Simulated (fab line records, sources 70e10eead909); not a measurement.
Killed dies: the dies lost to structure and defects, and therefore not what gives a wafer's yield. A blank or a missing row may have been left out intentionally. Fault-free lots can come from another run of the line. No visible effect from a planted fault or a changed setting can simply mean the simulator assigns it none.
fab line records + flow nandHarc
[record]
- lots = 14
- wafers = 40
- lastDay = 33
route steps=1302 shown THIN_TSV@1275
lots that met no fault: from a run of the same line without faults
startH: hours from the record's opening day to when the first of the lot's shown wafers began + waitH: how many hours have passed since the lot's step before this one + " as in the row above + L1.1+2: a row that stands for several wafers + - value missing, or start not given + * or withheld: withheld + < > ~ a bound
route shown NAME@n: NAME is a module with steps in the file, n the number in the route of the first one + usual: the fault-free wafers' mean and standard deviation + same: alike in all rows + chamber/n: place in a boat + sites: the reading at each site + _std_site: standard deviation of those values + _edge_site: outer sites' mean less inner sites' + radiusMm: for every site, how far away it sits from the centre of the wafer + mask NAME#n: copy n + behind: tool/chamber where the wafer was last shaped + hold: reason for holding the lot/hours on hold/outcome of the hold + device: names the non-switching transistor (n, p or np) + end of line: the same wafers' tests at the end of the route + for a step that has no rows: nothing shown but its recipe + killed: not the wafer's yield, but the dies lost to structure and defects at the first sort + map: the dies of a wafer, with x for killed, . for not killed, _ for no die there
set.NAME: the run value of the setting; set.NAME@STEP: its run value at that earlier step + model.NAME: the simulator's own value behind a step, which no gauge read
the route's steps for a sample of lots (tables are steps, rows are wafers)
services: when a tool's chamber went out of use (startH, in hours from the record's first day, below 0 if earlier), for how many hours, and the reason
[[steps]]
[step NHARC_THIN_TSV_ANNEAL_52]
[recipe]
- tempC = 225
- timeS = 90
[usual]
- wafer_temp_C_max = 225.8/0.31
[same]
- timeS = 90
| lot.wafer | tool         | chamber | startH | waitH | wafer_temp_C_max |
|-----------|--------------|---------|--------|-------|------------------|
| L935.2    | rtpAnneal-01 | 0       | 550.53 | 0.6   | 225.2            |
| L935.3    | "            | 0       | "      | "     | 225.6            |
| L935.6    | "            | 0       | "      | "     | 225.8            |
| L937.1    | rtpAnneal-01 | 0       | 584.38 | 0.5   | 225.4            |
| L937.3    | "            | 0       | "      | "     | 225.5            |
| L937.4    | "            | 0       | "      | "     | 225.7            |
| L938.1    | rtpAnneal-01 | 0       | 585.62 | 0.5   | 225.2            |
| L938.3    | "            | 0       | "      | "     | 225.4            |
| L938.4    | "            | 0       | "      | "     | 225.0            |
| L942.1    | rtpAnneal-02 | 0       | 617.96 | 0.5   | 225.9            |
| L942.2    | "            | 0       | "      | "     | 225.8            |
| L942.6    | "            | 0       | "      | "     | 225.8            |
| L945.1    | rtpAnneal-01 | 0       | 655.65 | 0.6   | 225.8            |
| L945.2    | "            | 0       | "      | "     | 225.8            |
| L945.6    | "            | 0       | "      | "     | 225.7            |
| L944.1    | rtpAnneal-02 | 0       | 668.49 | 0.5   | 226.1            |
| L944.4    | "            | 0       | "      | "     | 225.7            |
| L944.6    | "            | 0       | "      | "     | 225.9            |
| L946.1    | rtpAnneal-02 | 0       | 669.23 | 0.5   | 225.9            |
| L946.2    | "            | 0       | "      | "     | 226.0            |
| L946.6    | "            | 0       | "      | "     | 225.7            |
| L947.2    | rtpAnneal-02 | 0       | 693.70 | 0.6   | 226.5            |
| L947.3    | "            | 0       | "      | "     | 226.2            |
| L947.5    | "            | 0       | "      | "     | 226.5            |
| L948.3    | rtpAnneal-02 | 0       | 698.03 | 0.4   | 226.0            |
| L948.4    | "            | 0       | "      | "     | 225.9            |
| L949.1    | rtpAnneal-01 | 0       | 702.22 | 0.6   | 225.8            |
| L949.3    | "            | 0       | "      | "     | 225.7            |
| L949.4    | "            | 0       | "      | "     | 225.9            |
| L952.1    | rtpAnneal-02 | 0       | 733.75 | 0.6   | 226.2            |
| L952.4    | "            | 0       | "      | "     | 226.0            |
| L954.2    | rtpAnneal-01 | 0       | 750.43 | 0.6   | 225.7            |
| L954.4    | "            | 0       | "      | "     | 225.7            |
| L954.5    | "            | 0       | "      | "     | 225.8            |
| L957.4    | rtpAnneal-01 | 0       | 766.06 | 0.6   | 225.4            |
| L957.5    | "            | 0       | "      | "     | 225.6            |
| L957.6    | "            | 0       | "      | "     | 225.7            |
| L958.3    | rtpAnneal-02 | 0       | 779.33 | 0.4   | 226.2            |
| L958.4    | "            | 0       | "      | "     | 226.3            |
| L958.5    | "            | 0       | "      | "     | 225.9            |
[step NHARC_THIN_TSV_PRE_CLEAN_54]
[recipe]
- timeS = 30
- tempC = 280
- gas = H2/He
[usual]
- heaterPowerW = 388/28
[same]
- timeS = 30
| lot.wafer | tool          | chamber | startH | waitH | heaterPowerW |
|-----------|---------------|---------|--------|-------|--------------|
| L935.3    | pvdSputter-02 | -       | 551.37 | 0.1   | 474          |
| L935.2    | "             | -       | "      | "     | 398          |
| L935.6    | "             | -       | "      | "     | 424          |
| L937.1    | pvdSputter-01 | -       | 585.25 | 0.0   | 387          |
| L937.4    | "             | -       | "      | "     | 352          |
| L937.3    | "             | -       | "      | "     | 414          |
| L938.4    | pvdSputter-03 | -       | 586.50 | 0.0   | 383          |
| L938.3    | "             | -       | "      | "     | 356          |
| L938.1    | "             | -       | "      | "     | 357          |
| L942.1    | pvdSputter-03 | -       | 618.87 | 0.0   | 345          |
| L942.2    | "             | -       | "      | "     | 384          |
| L942.6    | "             | -       | "      | "     | 353          |
| L945.2    | pvdSputter-01 | -       | 656.54 | 0.1   | 393          |
| L945.1    | "             | -       | "      | "     | 340          |
| L945.6    | "             | -       | "      | "     | 391          |
| L944.1    | pvdSputter-01 | -       | 669.38 | 0.0   | 351          |
| L944.4    | "             | -       | "      | "     | 403          |
| L944.6    | "             | -       | "      | "     | 418          |
| L946.2    | pvdSputter-03 | -       | 670.11 | 0.0   | 344          |
| L946.1    | "             | -       | "      | "     | 359          |
| L946.6    | "             | -       | "      | "     | 390          |
| L947.2    | pvdSputter-03 | -       | 694.53 | 0.1   | 387          |
| L947.3    | "             | -       | "      | "     | 389          |
| L947.5    | "             | -       | "      | "     | 409          |
| L948.4    | pvdSputter-03 | -       | 698.81 | 0.1   | 387          |
| L948.3    | "             | -       | "      | "     | 350          |
| L949.1    | pvdSputter-03 | -       | 703.10 | 0.1   | 390          |
| L949.4    | "             | -       | "      | "     | 357          |
| L949.3    | "             | -       | "      | "     | 388          |
| L952.4    | pvdSputter-01 | -       | 734.62 | 0.1   | 422          |
| L952.1    | "             | -       | "      | "     | 403          |
| L954.2    | pvdSputter-03 | -       | 751.25 | 0.1   | 382          |
| L954.4    | "             | -       | "      | "     | 364          |
| L954.5    | "             | -       | "      | "     | 354          |
| L957.4    | pvdSputter-02 | -       | 766.80 | 0.1   | 403          |
| L957.5    | "             | -       | "      | "     | 409          |
| L957.6    | "             | -       | "      | "     | 412          |
| L958.3    | pvdSputter-03 | -       | 780.12 | 0.1   | 360          |
| L958.4    | "             | -       | "      | "     | 398          |
| L958.5    | "             | -       | "      | "     | 376          |
[step NHARC_THIN_TSV_CD_MEAS_33]
[recipe]
- targetCdNm = 5000
- landingEnergyEv = 500
[usual]
- cdNm = 5001.0/2.1
| lot.wafer | tool     | chamber | startH | waitH | cdNm   |
|-----------|----------|---------|--------|-------|--------|
| L935.2    | cdSem-01 | 0       | 552.29 | -     | 5000.7 |
| L935.3    | "        | 0       | "      | "     | 5000.2 |
| L935.6    | "        | 0       | "      | "     | 5006.5 |
| L937.1    | cdSem-02 | 0       | 586.20 | -     | 5001.9 |
| L937.3    | "        | 0       | "      | "     | 5001.5 |
| L937.4    | "        | 0       | "      | "     | 5001.4 |
| L938.1    | cdSem-02 | 0       | 587.57 | -     | 5000.7 |
| L938.3    | "        | 0       | "      | "     | 5001.9 |
| L938.4    | "        | 0       | "      | "     | 4998.2 |
| L942.1    | cdSem-02 | 0       | 619.95 | -     | 4997.3 |
| L942.2    | "        | 0       | "      | "     | 5002.3 |
| L942.6    | "        | 0       | "      | "     | 4998.6 |
| L945.1    | cdSem-01 | 0       | 657.59 | -     | 4998.5 |
| L945.2    | "        | 0       | "      | "     | 4998.8 |
| L945.6    | "        | 0       | "      | "     | 4995.9 |
| L944.1    | cdSem-02 | 0       | 670.46 | -     | 5000.8 |
| L944.4    | "        | 0       | "      | "     | 5000.2 |
| L944.6    | "        | 0       | "      | "     | 4998.3 |
| L946.1    | cdSem-03 | 0       | 671.20 | -     | 5002.6 |
| L946.2    | "        | 0       | "      | "     | 5000.7 |
| L946.6    | "        | 0       | "      | "     | 5001.9 |
| L947.2    | cdSem-02 | 0       | 695.59 | -     | 5006.7 |
| L947.3    | "        | 0       | "      | "     | 5003.9 |
| L947.5    | "        | 0       | "      | "     | 5002.4 |
| L948.3    | cdSem-03 | 0       | 699.88 | -     | 4999.6 |
| L948.4    | "        | 0       | "      | "     | 5005.7 |
| L949.1    | cdSem-02 | 0       | 704.16 | -     | 5001.4 |
| L949.3    | "        | 0       | "      | "     | 4999.0 |
| L949.4    | "        | 0       | "      | "     | 5000.9 |
| L952.1    | cdSem-02 | 0       | 735.69 | -     | 4999.7 |
| L952.4    | "        | 0       | "      | "     | 5000.0 |
| L954.2    | cdSem-01 | 0       | 752.32 | -     | 4999.0 |
| L954.4    | "        | 0       | "      | "     | 4998.1 |
| L954.5    | "        | 0       | "      | "     | 4998.8 |
| L957.4    | cdSem-02 | 0       | 767.85 | -     | 4999.6 |
| L957.5    | "        | 0       | "      | "     | 5005.0 |
| L957.6    | "        | 0       | "      | "     | 5002.0 |
| L958.3    | cdSem-03 | 0       | 781.18 | -     | 5001.9 |
| L958.4    | "        | 0       | "      | "     | 5001.2 |
| L958.5    | "        | 0       | "      | "     | 5001.6 |
[step NHARC_THIN_TSV_ETCH_36]
[recipe]
- targetDepthA = 650
- overEtchFrac = 0.3
- timeS = 18.571
- ionEnergyEv = 150
- chemistry = Cl2/BCl3
[usual]
- drypumpMotorCurrentA = 6.0/0.56
- oesProductAu = 0.997/0.014
- runLengthS = 40.0/0.42
| lot.wafer | tool        | chamber | startH | waitH | drypumpMotorCurrentA | oesProductAu | rfHoursCounterH | runLengthS |
|-----------|-------------|---------|--------|-------|----------------------|--------------|-----------------|------------|
| L935.2    | rieMetal-03 | 1       | 552.86 | 0.2   | 5.8                  | 0.980        | 0.4             | 41.3       |
| L935.3    | "           | 1       | "      | "     | 5.8                  | 0.988        | -               | 40.7       |
| L935.6    | "           | 1       | "      | "     | 5.8                  | 0.982        | -               | 40.6       |
| L937.1    | rieMetal-03 | 0       | 586.75 | 0.2   | 5.0                  | 1.001        | 0.9             | 40.3       |
| L937.3    | "           | 0       | "      | "     | 5.0                  | 1.001        | -               | 39.9       |
| L937.4    | "           | 1       | "      | "     | 5.8                  | 0.981        | -               | 40.4       |
| L938.1    | rieMetal-01 | 1       | 588.12 | 0.2   | 6.8                  | 0.986        | 0.4             | 40.1       |
| L938.3    | "           | 0       | "      | "     | 6.3                  | 1.000        | -               | 39.5       |
| L938.4    | "           | 1       | "      | "     | 6.8                  | 0.987        | -               | 39.9       |
| L942.1    | rieMetal-01 | 1       | 620.49 | 0.2   | 6.8                  | 0.978        | 1.1             | 40.0       |
| L942.2    | "           | 0       | "      | "     | 6.3                  | 0.996        | 1.1             | 39.7       |
| L942.6    | "           | 0       | "      | "     | 6.3                  | 0.995        | -               | 39.4       |
| L945.2    | rieMetal-01 | 1       | 658.13 | 0.2   | 6.8                  | 0.986        | 1.4             | 40.2       |
| L945.1    | "           | 0       | "      | "     | 6.3                  | 0.990        | 1.4             | 39.5       |
| L945.6    | "           | 0       | "      | "     | 6.3                  | 0.984        | -               | 39.7       |
| L944.1    | rieMetal-01 | 0       | 671.01 | 0.2   | 6.3                  | 0.997        | 1.9             | 39.7       |
| L944.4    | "           | 1       | "      | "     | 6.8                  | 0.992        | -               | 40.0       |
| L944.6    | "           | 1       | "      | "     | 6.8                  | 0.983        | -               | 40.0       |
| L946.1    | rieMetal-02 | 0       | 671.74 | 0.2   | 5.5                  | 1.025        | 0.7             | 39.2       |
| L946.2    | "           | 1       | "      | "     | 5.7                  | 0.991        | 0.7             | 40.0       |
| L946.6    | "           | 0       | "      | "     | 5.5                  | 1.023        | -               | 39.5       |
| L947.2    | rieMetal-01 | 1       | 696.17 | 0.3   | 6.8                  | 0.992        | 2.1             | 40.1       |
| L947.3    | "           | 0       | "      | "     | 6.3                  | 1.004        | -               | 39.7       |
| L947.5    | "           | 0       | "      | "     | 6.3                  | 0.997        | -               | 39.8       |
| L948.3    | rieMetal-01 | 0       | 700.43 | 0.1   | 6.3                  | 1.008        | -               | 39.8       |
| L948.4    | "           | 1       | "      | "     | 6.8                  | 1.006        | -               | 34.8       |
| L949.1    | rieMetal-02 | 1       | 704.91 | 0.4   | 5.7                  | 0.977        | 2.0             | 40.0       |
| L949.3    | "           | 1       | "      | "     | 5.7                  | 0.977        | -               | 39.9       |
| L949.4    | "           | 1       | "      | "     | 5.7                  | 0.979        | -               | 39.9       |
| L952.1    | rieMetal-01 | 0       | 736.24 | 0.2   | 6.3                  | 0.997        | 3.2             | 39.7       |
| L952.4    | "           | 1       | "      | "     | 6.8                  | 1.015        | -               | 35.5       |
| L954.2    | rieMetal-03 | 0       | 752.87 | 0.2   | 5.0                  | 1.024        | 0.6             | 40.5       |
| L954.4    | "           | 1       | "      | "     | 5.8                  | 1.008        | -               | 41.2       |
| L954.5    | "           | 0       | "      | "     | 5.0                  | 1.034        | -               | 39.8       |
| L957.4    | rieMetal-02 | 0       | 768.41 | 0.2   | 5.5                  | 1.009        | -               | 39.3       |
| L957.6    | "           | 1       | "      | "     | 5.7                  | 0.979        | -               | 40.6       |
| L957.5    | "           | 0       | "      | "     | 5.5                  | 1.028        | -               | 39.4       |
| L958.3    | rieMetal-02 | 0       | 781.74 | 0.1   | 5.5                  | 1.011        | -               | 40.0       |
| L958.4    | "           | 1       | "      | "     | 5.7                  | 0.982        | -               | 39.9       |
| L958.5    | "           | 1       | "      | "     | 5.7                  | 0.977        | -               | 40.0       |
[[services]]
| tool          | chamber | startH | hours | kind      |
|---------------|---------|--------|-------|-----------|
| rieMetal-02   | 1       | 532.61 | 4.7   | repair    |
| pvdSputter-03 | -       | 551.68 | 0.6   | repair    |
| pvdSputter-03 | -       | 558.85 | 0.9   | repair    |
| pvdSputter-03 | -       | 562.84 | 2.1   | repair    |
| pvdSputter-03 | -       | 571.23 | 4.5   | repair    |
| rieMetal-01   | -       | 575.00 | 9.0   | pm        |
| rieMetal-01   | 0       | 575.00 | 9.0   | ventCycle |
| pvdSputter-01 | -       | 585.81 | 10.0  | pm        |
| rieMetal-02   | -       | 613.96 | 1.1   | repair    |
| pvdSputter-03 | -       | 628.77 | 1.0   | repair    |
| rieMetal-02   | -       | 631.00 | 9.0   | pm        |
| pvdSputter-02 | -       | 638.33 | 10.0  | pm        |
| pvdSputter-01 | -       | 657.84 | 2.3   | repair    |
| pvdSputter-01 | -       | 674.27 | 1.3   | repair    |
| rieMetal-02   | 0       | 692.78 | 19.6  | repair    |
| rieMetal-03   | -       | 696.10 | 9.0   | pm        |
| pvdSputter-03 | -       | 704.01 | 10.0  | pm        |
| rieMetal-02   | 0       | 714.02 | 1.9   | repair    |
| rieMetal-03   | 0       | 724.00 | 7.9   | repair    |
| rtpAnneal-02  | -       | 744.00 | 12.0  | pm        |
| rieMetal-01   | -       | 752.00 | 9.0   | pm        |
| rieMetal-01   | 1       | 761.65 | 4.4   | repair    |
| pvdSputter-01 | -       | 763.81 | 10.0  | pm        |
| rieMetal-02   | -       | 780.06 | 0.2   | repair    |
[[key]]
[firstSign]
- step = NHARC_THIN_TSV_ETCH_36
- reading = runLengthS
- direction = down
- sigmas = 12
- usual = *
- struck = *
effect none on later readings
metAt NHARC_THIN_TSV_ETCH_36
struckLots L948,L952
struckWafers L948.4,L952.4
laterRowsLeftOut L948.4,L952.4
sortLeftOut L948.4,L952.4
notActingAt NHARC_THIN_TSV_ANNEAL_52,NHARC_THIN_TSV_PRE_CLEAN_54,NHARC_THIN_TSV_CD_MEAS_33
onsetBetween 696.17 700.43
[fault]
- kind = processParameterDrift
- tool = rieMetal-01
- chamber = -
- onsetH = 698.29
- steps = NHARC_THIN_TSV_ETCH_36
- channel = timeS
- offset = *
- shape = step
- endH = 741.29
- scope = struckWafersOnly
- actsIn = *
- stated = *
// sortLeftOut: the simulated sort isn't trusted on such a fault, so these wafers' sort isn't shown, and their yield isn't known
// laterRowsLeftOut: the simulator's readings of these wafers behind a module that went badly wrong aren't trusted and aren't shown, but for the sort
